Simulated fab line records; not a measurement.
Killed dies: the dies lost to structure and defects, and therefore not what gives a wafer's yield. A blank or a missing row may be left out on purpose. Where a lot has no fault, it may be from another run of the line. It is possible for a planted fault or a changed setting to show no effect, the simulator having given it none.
fab line records -- flow n5-finfet
[record] lots = 5, wafers = 15, last-day = 19
route steps=1938 shown BEOL_M0_SAQP@683 BEOL_M4@1111 PASSIVATION@1936
lots with no fault: from the same line, run without faults
start-h: start of the lot's first displayed wafer, in hours after the record's first day -- wait-h: hours elapsed since this lot's preceding step -- " repeats the value in the row above -- L1.1+2: several wafers, shown together as one row -- - either no value or no given start -- * or withheld: withheld -- < > ~ a bound
route shown NAME@n: NAME is a module with steps in the file, n the number in the route of the first one -- usual: mean and standard deviation over wafers with no fault -- same: alike in all rows -- chamber/n: place in a boat -- sites: each site's reading -- _std_site: the values' standard deviation -- _edge_site: outer sites' mean less inner sites' -- radius-mm: how far each site lies from the wafer's centre -- mask NAME#n: copy n -- behind: the last tool/chamber to shape the wafer -- hold: why the lot went on hold/how many hours it stayed there/how the hold came to an end -- device: the n, p or np transistor that did not switch -- end of line: the route-end tests of the same wafers -- a step given without rows: its recipe and nothing more -- killed: dies lost to structure and defects at the first sort, not the wafer's yield -- map: the dies of a wafer, with x for killed, . for not killed, _ for no die there
set.NAME: the run value of the setting; set.NAME@STEP: its run value at that earlier step -- model.NAME: the simulator's own value behind a step, which no gauge read
lots at selected steps of the route; one table per step, one row per wafer
services: a tool's chamber out of use, with start hour (start-h, from the record's first day; less than 0 if before it), hours out, and reason
[[steps]]
[step N5_BEOL_M0_SAQP_COAT_34]
[recipe] resist = CAR-EUV, spin-rpm = 1500, resist-thk-nm = 30
[step N5_BEOL_M0_SAQP_EBR_36]
[recipe] solvent = PGMEA, ebr-width-mm = 1.5
[step N5_BEOL_M0_SAQP_SOFTBAKE_35]
[recipe] temp-c = 110, time-s = 60, resist = CAR-EUV
[step N5_BEOL_M0_SAQP_EXPOSE_37]
[recipe] mask-id = M0_CUT1, na = 0.33, source-shape = annular, sigma-inner = 0.35, sigma-outer = 0.8, polarization = unpolarized, target-cd-nm = 30, dose-mj = 44.75
[step N5_BEOL_M0_SAQP_PEB_38]
[recipe] peb-temp-c = 100, peb-time-s = 60, resist = CAR-EUV
[step N5_BEOL_M0_SAQP_DEVELOP_39]
[recipe] develop-time-s = 30, developer = TMAH, resist = CAR-EUV, rinse-liquid = surfactant-rinse, dry = air-spin, dev-temp-c = 23
[step N5_BEOL_M0_SAQP_DESCUM_45]
[recipe] chemistry = O2, time-s = 7, source-power-w = 50, bias-power-w = 20, pressure-mtorr = 20, rf-frequency-hz = 2.712e+07, temp-c = 40, resist = CAR-EUV, o2-flow-sccm = 225
[step N5_BEOL_M0_SAQP_ETCH_88]
[recipe] chemistry = N2/H2, target = underlayer, target-depth-a = 65, time-s = 5.2, ion-energy-ev = 200, mask-material = CAR-EUV, pressure-mtorr = 30, source-w = 840, bias-w = 150, n2-flow-sccm = 200, h2-flow-sccm = 200, ends = cleared
[step N5_BEOL_M0_SAQP_ETCH_73]
[recipe] chemistry = CF4, target = SiARC, target-depth-a = 195, mask-material = CAR-EUV, time-s = 32.5, ion-energy-ev = 80, pressure-mtorr = 40, source-w = 545, bias-w = 36, Ar_flow_sccm = 100, cf4-flow-sccm = 100, ends = cleared
[step N5_BEOL_M0_SAQP_CUT_ETCH_46]
[recipe] chemistry = N2/H2, target = SOC, target-depth-a = 1350, overetch-a = 270, temp-c = 40, time-s = 202.5, ion-energy-ev = 200, mask-material = SiARC, pressure-mtorr = 30, source-w = 840, bias-w = 150, n2-flow-sccm = 200, h2-flow-sccm = 200
[usual] bias-w = 150.1/0.41, chamber-pressure-mTorr = 30.001/0.026, drypump-motor-current-A = 5.6/0.37, h2-flow-sccm = 199.9/0.61, rf-vpp-V = 522.7/2.3, showerhead-plenum-p-Torr = 2.51/0.08, throttle-valve-pct = 17.86/0.24
lot.wafer,tool,chamber,start-h,wait-h,bias-w,chamber-pressure-mTorr,drypump-motor-current-A,h2-flow-sccm,rf-hours-counter-h,rf-vpp-V,showerhead-plenum-p-Torr,throttle-valve-pct,model.SiARC_of_BEOL_M0_SAQP_COAT_72.thk-nm,model.underlayer_of_BEOL_M0_SAQP_COAT_87.thk-nm
L334.1,rie-diel-02,1,140.34,0.0,-,-,-,-,-,-,-,-,15,5
L334.2,rie-diel-02,2,140.34,0.0,-,-,-,-,-,-,-,-,15,5
L334.3,rie-diel-02,3,140.34,0.0,-,-,-,-,-,-,-,-,15,5
L337.1,rie-diel-04,2,149.70,0.0,-,-,-,-,-,-,-,-,15,5
L337.3,rie-diel-04,0,149.70,0.0,-,-,-,-,-,-,-,-,15,5
L337.6,rie-diel-04,0,149.70,0.0,-,-,-,-,-,-,-,-,15,5
L336.2,rie-diel-02,1,150.78,0.0,-,-,-,-,-,-,-,-,15,5
L336.3,rie-diel-02,3,150.78,0.0,-,-,-,-,-,-,-,-,15,5
L336.5,rie-diel-02,2,150.78,0.0,-,-,-,-,-,-,-,-,15,5
L347.1,rie-diel-04,0,209.86,0.0,150.8,29.978,5.8,199.6,23,522.6,2.50,17.54,4.8,0
L347.3,rie-diel-04,2,209.86,0.0,150.2,29.968,5.2,200.3,172,525.3,2.66,18.07,5,0
L347.5,rie-diel-04,1,209.86,0.0,149.8,29.990,6.2,200.6,-,519.7,2.41,18.14,4.8,0
L354.2,rie-diel-02,3,249.59,0.0,150.4,30.000,5.7,199.7,241,523.9,2.50,18.17,5.4,0
L354.3,rie-diel-02,0,249.59,0.0,149.7,29.978,5.4,199.6,20,525.4,2.58,17.63,4.8,0
L354.4,rie-diel-02,1,249.59,0.0,149.7,29.980,6.0,200.2,-,519.6,2.42,17.63,5.2,0
[step N5_BEOL_M0_SAQP_STRIP_74]
[recipe] chemistry = N2/H2, temp-c = 40, n2-flow-sccm = 200, h2-flow-sccm = 200, rf-frequency-hz = 6e+07
[step N5_BEOL_M4_RC_MEAS_101]
[usual] DIBL_N = 36.0/1.7, DIBL_P = 36.2/1.9, IOFF_N = 0.154/0.028, IOFF_P = 0.21/0.036, ION_N = 675/11, ION_P = 463/8.3, SS_N = 71.4/0.63, SS_P = 73.2/0.55, VT_N = 250.2/3, VT_P = -251/3.7
lot.wafer,tool,chamber,start-h,wait-h,DIBL_N[mV/V],DIBL_P[mV/V],IOFF_N[nA/um],IOFF_P[nA/um],ION_N[uA/um],ION_P[uA/um],SS_N[mV/dec],SS_P[mV/dec],VT_N[mV],VT_P[mV]
L347.1,prober-01,0,315.85,0.0,35.0,34.9,0.141,0.18,681,463,70.7,73.4,251.4,-255
L347.3,prober-01,0,315.85,0.0,33.4,31.6,0.113,0.13,654,447,70.8,72.5,255.1,-259
L347.5,prober-01,0,315.85,0.0,34.1,33.8,0.128,0.16,668,450,71.2,73.2,254.9,-257
L354.2,prober-02,0,347.19,0.2,34.4,35.4,0.131,0.19,682,469,70.7,72.8,252.0,-249
L354.3,prober-02,0,347.19,0.2,40.2,41.1,0.244,0.28,697,463,72.4,74.3,245.3,-248
L354.4,prober-02,0,347.19,0.2,36.7,37.8,0.166,0.23,670,461,72.1,73.2,249.8,-246
[step N5_PASSIVATION_PROBE_49]
[usual] defect-limited-yield = 90.9/1.4, killed_at_M0_to_M3 = 38/11, killed_at_M4_up = 13/5.9, killed-at-contacts = 14/6.4, killed-at-front-end = 38/11, killed-at-other = 3.3/2.5, killed-dies = 107/16, killed-on-rim = 14/3.6, killed-open = 70/12, killed-short = 35/7.7, sort_bin_4_leakage = 0.00/0.007, sort_bin_5_function = 5.3/0.94, sort_bin_6_memory = 3.5/0.7, sort-n-pass = 1073/16, sort-yield-pct = 90.9/1.4
[same] gross-dies = 1180, killed-at-back-side = 0, sort_bin_8_speed[%] = 0
lot.wafer,tool,chamber,start-h,wait-h,defect-limited-yield[%],killed_at_M0_to_M3,killed_at_M4_up,killed-at-contacts,killed-at-front-end,killed-at-other,killed-dies,killed-on-rim,killed-open,killed-short,sort_bin_4_leakage[%],sort_bin_5_function[%],sort_bin_6_memory[%],sort-n-pass,sort-yield-pct[%]
L334.1,prober-01,-,349.66,0.0,0,1094,11,16,56,3,1180,152,66,43,0,96.3,3.3,0,0
L334.2,prober-01,-,349.71,0.1,0,1093,7,25,51,4,1180,152,75,35,0,96.2,3.6,0,0
L334.3,prober-01,-,349.76,0.1,0,1096,9,16,59,0,1180,152,69,41,0,95.3,4.4,0,0
L337.1,prober-02,-,371.76,0.0,0,1106,13,19,40,2,1180,152,72,48,0,95.7,3.8,0,0
L337.3,prober-02,-,371.86,0.1,0,1105,13,13,44,5,1180,152,82,30,0,96.9,2.9,0,0
L337.6,prober-02,-,372.01,0.3,0,1100,13,17,40,10,1180,152,77,38,0,96.0,3.9,0,0
L336.2,prober-01,-,372.09,0.1,0,1101,15,15,42,7,1180,152,69,41,0,96.7,2.7,0,0
L336.3,prober-01,-,372.14,0.1,0,1077,29,19,53,2,1180,152,86,46,0,94.7,4.9,0,0
L336.5,prober-01,-,372.24,0.2,0,1120,7,12,39,2,1180,152,56,39,0,95.9,3.9,0,0
L347.1,prober-02,-,424.41,0.0,89.6,48,14,16,43,2,123,14,88,34,0,6.3,3.8,1057,89.6
L347.3,prober-02,-,424.51,0.1,87.5,71,18,35,22,1,147,24,104,43,0,7.5,4.4,1033,87.5
L347.5,prober-02,-,424.61,0.2,90.9,42,17,20,28,0,107,18,67,36,0,6.1,2.7,1073,90.9
// killed by level:class
L334.1 BEOL_M0_SAQP:area-etch=1069 FIN_SAQP:geometric-particle:open=15 FIN_SAQP:geometric-particle:short=14 MOL_CONTACT_COAG:geometric-particle:open=12 BEOL_M3:geometric-particle:open=7 GATE_CUT:geometric-particle:short=7 BEOL_M4:geometric-particle:open=6 GATE_CUT:geometric-particle:open=6
L334.2 BEOL_M0_SAQP:area-etch=1069 MOL_CONTACT_COAG:geometric-particle:open=20 FIN_SAQP:geometric-particle:open=17 BEOL_M0_SAQP:geometric-particle:open=10 FIN_SAQP:geometric-particle:short=9 BEOL_M0_SAQP:geometric-particle:short=8 STI_FIN_REVEAL:geometric-particle:open=6 GATE_CUT:geometric-particle:short=5
L334.3 BEOL_M0_SAQP:area-etch=1070 FIN_SAQP:geometric-particle:short=19 MOL_CONTACT_COAG:geometric-particle:open=13 FIN_SAQP:geometric-particle:open=12 STI_FIN_REVEAL:geometric-particle:open=9 BEOL_M0_SAQP:geometric-particle:short=7 BEOL_M3:geometric-particle:open=7 BEOL_M4:geometric-particle:open=6
L337.1 BEOL_M0_SAQP:area-etch=1059 MOL_CONTACT_COAG:geometric-particle:open=18 BEOL_M3:geometric-particle:open=15 FIN_SAQP:geometric-particle:short=10 BEOL_M0_SAQP:geometric-particle:short=10 BEOL_M0_SAQP:geometric-particle:open=9 GATE_CUT:geometric-particle:short=8 BEOL_M4:geometric-particle:open=7
L337.3 BEOL_M0_SAQP:area-etch=1068 BEOL_M3:geometric-particle:open=13 FIN_SAQP:geometric-particle:short=11 MOL_CONTACT_COAG:geometric-particle:open=11 FIN_SAQP:geometric-particle:open=9 BEOL_M2:geometric-particle:open=9 BEOL_M1:geometric-particle:open=8 STI_FIN_REVEAL:geometric-particle:open=5
L337.6 BEOL_M0_SAQP:area-etch=1062 MOL_CONTACT_COAG:geometric-particle:open=16 BEOL_M3:geometric-particle:open=14 GATE_CUT:geometric-particle:short=10 FIN_SAQP:geometric-particle:open=9 BEOL_M0_SAQP:geometric-particle:short=9 FIN_SAQP:geometric-particle:short=6 BEOL_M2:geometric-particle:open=5
L336.2 BEOL_M0_SAQP:area-etch=1067 MOL_CONTACT_COAG:geometric-particle:open=11 BEOL_M0_SAQP:geometric-particle:short=10 FIN_SAQP:geometric-particle:short=8 FIN_SAQP:geometric-particle:open=8 STI_FIN_REVEAL:geometric-particle:open=7 BEOL_M3:geometric-particle:open=7 BEOL_M0_SAQP:geometric-particle:open=6
L336.3 BEOL_M0_SAQP:area-etch=1046 FIN_SAQP:geometric-particle:open=18 MOL_CONTACT_COAG:geometric-particle:open=13 FIN_SAQP:geometric-particle:short=10 BEOL_M0_SAQP:geometric-particle:short=9 BEOL_M4:geometric-particle:open=9 BEOL_M5:geometric-particle:open=8 MOL_CONTACT_COAG:geometric-particle:short=6
L336.5 BEOL_M0_SAQP:area-etch=1083 BEOL_M0_SAQP:geometric-particle:short=12 BEOL_M3:geometric-particle:open=9 MOL_CONTACT_COAG:geometric-particle:open=9 FIN_SAQP:geometric-particle:short=8 BEOL_M0_SAQP:geometric-particle:open=8 FIN_SAQP:geometric-particle:open=7 STI_FIN_REVEAL:geometric-particle:open=5
L347.1 FIN_SAQP:geometric-particle:open=17 MOL_CONTACT_COAG:geometric-particle:open=13 BEOL_M3:geometric-particle:open=12 BEOL_M0_SAQP:geometric-particle:open=12 BEOL_M0_SAQP:geometric-particle:short=10 STI_FIN_REVEAL:geometric-particle:open=7 FIN_SAQP:geometric-particle:short=6 BEOL_M1:geometric-particle:open=6
L347.3 MOL_CONTACT_COAG:geometric-particle:open=28 BEOL_M3:geometric-particle:open=25 BEOL_M0_SAQP:geometric-particle:open=14 STI_FIN_REVEAL:geometric-particle:open=9 BEOL_M0_SAQP:geometric-particle:short=8 MOL_CONTACT_COAG:geometric-particle:short=7 BEOL_M2:geometric-particle:open=7 BEOL_M1:geometric-particle:open=5
L347.5 MOL_CONTACT_COAG:geometric-particle:open=18 BEOL_M1:geometric-particle:open=9 BEOL_M3:geometric-particle:open=7 BEOL_M3:geometric-particle:short=6 BEOL_M0_SAQP:geometric-particle:short=5 BEOL_M0_SAQP:geometric-particle:open=5 FIN_SAQP:geometric-particle:short=4 DUMMY_GATE:geometric-particle:open=4
// map L334.1 (x killed, . not)
_________________xxxxxxxxxxxx________________
______________xxxxxxxxxxxxxxxxxx_____________
___________xxxxxxxxxxxxxxxxxxxxxxxx__________
__________xxxxxxxxxxxxxxxxxxxxxxxxxx_________
________xxxxxxxxxxxxxxxxxxxxxxxxxxxxxx_______
_______xxxxxxxxxxxxxxxxxxxxxxxxxxxxxxxx______
______xxxxxxxxxxxxxxxxxxxxxxxxxxxxxxxxxx_____
_____xxxxxxxxxxxxxxxxxxxxxxxxxxxxxxxxxxxx____
____xxxxxxxxxxxxxxxxxxxxxxxxxxxxxxxxxxxxxx___
___xxxxxxxxxxxxxxxxxxxxxxxxxxxxxxxxxxxxxxxx__
___xxxxxxxxxxxxxxxxxxxxxxxxxxxxxxxxxxxxxxxx__
__xxxxxxxxxxxxxxxxxxxxxxxxxxxxxxxxxxxxxxxxxx_
__xxxxxxxxxxxxxxxxxxxxxxxxxxxxxxxxxxxxxxxxxx_
_xxxxxxxxxxxxxxxxxxxxxxxxxxxxxxxxxxxxxxxxxxxx
_xxxxxxxxxxxxxxxxxxxxxxxxxxxxxxxxxxxxxxxxxxxx
_xxxxxxxxxxxxxxxxxxxxxxxxxxxxxxxxxxxxxxxxxxxx
_xxxxxxxxxxxxxxxxxxxxxxxxxxxxxxxxxxxxxxxxxxxx
_xxxxxxxxxxxxxxxxxxxxxxxxxxxxxxxxxxxxxxxxxxxx
_xxxxxxxxxxxxxxxxxxxxxxxxxxxxxxxxxxxxxxxxxxxx
_xxxxxxxxxxxxxxxxxxxxxxxxxxxxxxxxxxxxxxxxxxxx
_xxxxxxxxxxxxxxxxxxxxxxxxxxxxxxxxxxxxxxxxxxxx
__xxxxxxxxxxxxxxxxxxxxxxxxxxxxxxxxxxxxxxxxxx_
__xxxxxxxxxxxxxxxxxxxxxxxxxxxxxxxxxxxxxxxxxx_
___xxxxxxxxxxxxxxxxxxxxxxxxxxxxxxxxxxxxxxxx__
___xxxxxxxxxxxxxxxxxxxxxxxxxxxxxxxxxxxxxxxx__
____xxxxxxxxxxxxxxxxxxxxxxxxxxxxxxxxxxxxxx___
_____xxxxxxxxxxxxxxxxxxxxxxxxxxxxxxxxxxxx____
______xxxxxxxxxxxxxxxxxxxxxxxxxxxxxxxxxx_____
_______xxxxxxxxxxxxxxxxxxxxxxxxxxxxxxxx______
________xxxxxxxxxxxxxxxxxxxxxxxxxxxxxx_______
__________xxxxxxxxxxxxxxxxxxxxxxxxxx_________
___________xxxxxxxxxxxxxxxxxxxxxxxx__________
______________xxxxxxxxxxxxxxxxxx_____________
_________________xxxxxxxxxxxx________________
// map L336.2 (x killed, . not)
_________________xxxxxxxxxxxx________________
______________xxxxxxxxxxxxxxxxxx_____________
___________xxxxxxxxxxxxxxxxxxxxxxxx__________
__________xxxxxxxxxxxxxxxxxxxxxxxxxx_________
________xxxxxxxxxxxxxxxxxxxxxxxxxxxxxx_______
_______xxxxxxxxxxxxxxxxxxxxxxxxxxxxxxxx______
______xxxxxxxxxxxxxxxxxxxxxxxxxxxxxxxxxx_____
_____xxxxxxxxxxxxxxxxxxxxxxxxxxxxxxxxxxxx____
____xxxxxxxxxxxxxxxxxxxxxxxxxxxxxxxxxxxxxx___
___xxxxxxxxxxxxxxxxxxxxxxxxxxxxxxxxxxxxxxxx__
___xxxxxxxxxxxxxxxxxxxxxxxxxxxxxxxxxxxxxxxx__
__xxxxxxxxxxxxxxxxxxxxxxxxxxxxxxxxxxxxxxxxxx_
__xxxxxxxxxxxxxxxxxxxxxxxxxxxxxxxxxxxxxxxxxx_
_xxxxxxxxxxxxxxxxxxxxxxxxxxxxxxxxxxxxxxxxxxxx
_xxxxxxxxxxxxxxxxxxxxxxxxxxxxxxxxxxxxxxxxxxxx
_xxxxxxxxxxxxxxxxxxxxxxxxxxxxxxxxxxxxxxxxxxxx
_xxxxxxxxxxxxxxxxxxxxxxxxxxxxxxxxxxxxxxxxxxxx
_xxxxxxxxxxxxxxxxxxxxxxxxxxxxxxxxxxxxxxxxxxxx
_xxxxxxxxxxxxxxxxxxxxxxxxxxxxxxxxxxxxxxxxxxxx
_xxxxxxxxxxxxxxxxxxxxxxxxxxxxxxxxxxxxxxxxxxxx
_xxxxxxxxxxxxxxxxxxxxxxxxxxxxxxxxxxxxxxxxxxxx
__xxxxxxxxxxxxxxxxxxxxxxxxxxxxxxxxxxxxxxxxxx_
__xxxxxxxxxxxxxxxxxxxxxxxxxxxxxxxxxxxxxxxxxx_
___xxxxxxxxxxxxxxxxxxxxxxxxxxxxxxxxxxxxxxxx__
___xxxxxxxxxxxxxxxxxxxxxxxxxxxxxxxxxxxxxxxx__
____xxxxxxxxxxxxxxxxxxxxxxxxxxxxxxxxxxxxxx___
_____xxxxxxxxxxxxxxxxxxxxxxxxxxxxxxxxxxxx____
______xxxxxxxxxxxxxxxxxxxxxxxxxxxxxxxxxx_____
_______xxxxxxxxxxxxxxxxxxxxxxxxxxxxxxxx______
________xxxxxxxxxxxxxxxxxxxxxxxxxxxxxx_______
__________xxxxxxxxxxxxxxxxxxxxxxxxxx_________
___________xxxxxxxxxxxxxxxxxxxxxxxx__________
______________xxxxxxxxxxxxxxxxxx_____________
_________________xxxxxxxxxxxx________________
[[services]]
tool,chamber,start-h,hours,kind
rie-diel-02,1,154.13,5.4,repair
rie-diel-02,0,165.92,-,clean
rie-diel-02,0,165.92,-,consumable-replace:focus-ring
rie-diel-02,0,165.92,16.7,scheduled-down
rie-diel-02,0,165.92,16.7,vent-cycle
rie-diel-04,3,167.41,8.7,repair
rie-diel-02,-,179.40,1.0,repair
rie-diel-02,2,234.77,-,clean
rie-diel-02,2,234.77,-,consumable-replace:focus-ring
rie-diel-02,2,234.77,18.5,scheduled-down
rie-diel-02,2,234.77,18.5,vent-cycle
rie-diel-04,3,236.60,5.9,repair
[[key]]
[first-sign] step = N5_BEOL_M0_SAQP_CUT_ETCH_46, reading = tool-record, direction = missing
[effect] step = N5_PASSIVATION_PROBE_49, reading = sort_bin_5_function, direction = up, sigmas = 96, usual = 5.3, struck = 96.0
[model-effect] step = N5_BEOL_M0_SAQP_CUT_ETCH_46, value = SiARC_of_BEOL_M0_SAQP_COAT_72.thk-nm, without = 5.089, struck = 15
[more-kills-born-at] N5_BEOL_M0_SAQP_CUT_ETCH_46@rie-diel-02 = 6404, N5_BEOL_M0_SAQP_CUT_ETCH_46@rie-diel-04 = 3189
met-at N5_BEOL_M0_SAQP_CUT_ETCH_46
struck-wafers L334.1,L334.2,L334.3,L336.2,L336.3,L336.5,L337.1,L337.3,L337.6
later-rows-left-out L334.1,L334.2,L334.3,L336.2,L336.3,L336.5,L337.1,L337.3,L337.6
[fault] kind = skipped-step-whole, tool = rie-diel-02,rie-diel-04, chamber = -, onset-h = 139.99, steps = N5_BEOL_M0_SAQP_CUT_ETCH_46, scope = struck-lots-only
// later-rows-left-out: the simulator's readings of these wafers behind a module that went badly wrong aren't trusted and aren't shown, but for the sort
